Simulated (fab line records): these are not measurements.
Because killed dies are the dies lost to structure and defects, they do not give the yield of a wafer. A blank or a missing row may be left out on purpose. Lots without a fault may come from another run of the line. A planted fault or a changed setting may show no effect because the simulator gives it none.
A lot that was struck, set against a sound lot    flow n5 finfet    17 out of 1938 route steps
Sound: these wafers, L743.2, L743.3, L743.5. Struck: wafer L760.6. (L760.4 of the same lot was not struck and is left out.) The cause comes at the end.
At each step with rows: each side's tool, then ch and its chambers, then its first start. Under that, the readings that differ: sound wafers    struck wafers    difference of the means    sigmas: that difference in standard deviations of wafers without a fault.
alike: same words and numbers on both sides, and readings whose means sit less than 2 such deviations apart. not compared: any withheld reading, any reading some wafer has no value for, any bound like >300 that may hide the same value, and any number with overlapping values for which the record gives no deviation.
A row with sigmas, a row that says differs or no value, or rows on one side alone: a step with any of these is where the two part. Non-overlapping numbers with no deviation appear without sigmas and do not part them. A reading missing from all wafers of one side parts the sides only when that side holds two or more wafers.

first, 4 steps without rows for these wafers: N5_BEOL_M7_HM_STRIP_39 (strips TiN in peroxide tin strip, target depth 25 nm, time 158 s); N5_BEOL_M7_SRD_40 (time 30 s); N5_BEOL_M7_PRECLEAN_42 (cleans in residue remover, time 60 s); N5_BEOL_M7_SRD_43 (time 30 s).
N5_BEOL_M7_CD_MEAS_35: the cd target is 40 nm.
  struck on cd sem-02, day 14 06:46; sound on cd sem-02, day 9 03:26
  alike: cd nm
N5_BEOL_M7_CURE_75: cures SiCOH lowk, time 120 s.
  sound on uv cure-01 ch 0, day 9 03:43; struck on uv cure-03 ch 0, day 14 06:56
  alike: lamp power pct, wafer_temp_C_max
then, 1 step without rows for these wafers: N5_BEOL_M7_DEGAS_44 (time 60 s).
N5_BEOL_M7_PRE_CLEAN_45: time 30 s.
  struck on pvd sputter-01, day 14 07:32; sound on pvd sputter-03, day 9 04:23
  alike: heater power w
then, 1 step without rows for these wafers: N5_BEOL_M7_ALD_77 (deposits TaN, target thk 2 nm, pulse time 2 s, purge time 3 s).
N5_BEOL_M7_SURFACE_TREAT_79:
  struck on pvd sputter-01, day 14 08:13; sound on pvd sputter-01, day 9 04:46
  not compared: throttle valve pct
then, 1 step without rows for these wafers: N5_BEOL_M7_CVD_78 (deposits Co from CCTBA/H2, target thk 2 nm, time 142.3 s).
N5_BEOL_M7_SPUTTER_48: material Cu, target thk 10 nm, time 1.667 s.
  struck on pvd sputter-02, day 14 08:24; sound on pvd sputter-03, day 9 04:56
  alike: substrate temp c, throttle valve pct
N5_BEOL_M7_ECD_50: material Cu, target thk 300 nm.
  sound on ecd cu-02 ch 0,1, day 9 05:04; struck on ecd cu-02 ch 1, day 14 08:32
reading                                 sound            struck  difference  sigmas
model.Cu_of_BEOL_M7_ECD_50.thk nm (nm)  302.8 303.4 298  162.6   -138.8      
N5_BEOL_M7_ANNEAL_51: time 90 s.
  sound on rtp anneal-02 ch 0, day 9 05:21; struck on rtp anneal-01 ch 0, day 14 08:47
  alike: wafer_temp_C_max
N5_BEOL_M7_CMP_52: polishes, stops on SiCOH lowk, t overpolish 6.9 s, target thk 80 nm.
  sound on cmp-02 ch 0,1,2, day 9 05:38; struck on cmp-01 ch 2, day 14 09:04
reading                 sound     struck  difference  sigmas
time to endpoint s (s)  64 67 66  36      -30         -10
  alike: motor current A
N5_BEOL_M7_THK_MEAS_53: measures by xrf.
  struck on film metro-01, day 14 09:15; sound on film metro-02, day 9 05:54
  alike: M7_THK
then, 1 step without rows for these wafers: N5_PASSIVATION_PROBE_49.

== WHERE THEY PART ==
Only at N5_BEOL_M7_CMP_52, as far as this record shows. Later steps at which nothing parts them and some readings are alike: N5_BEOL_M7_THK_MEAS_53.

WHY: what had been put in by the simulator
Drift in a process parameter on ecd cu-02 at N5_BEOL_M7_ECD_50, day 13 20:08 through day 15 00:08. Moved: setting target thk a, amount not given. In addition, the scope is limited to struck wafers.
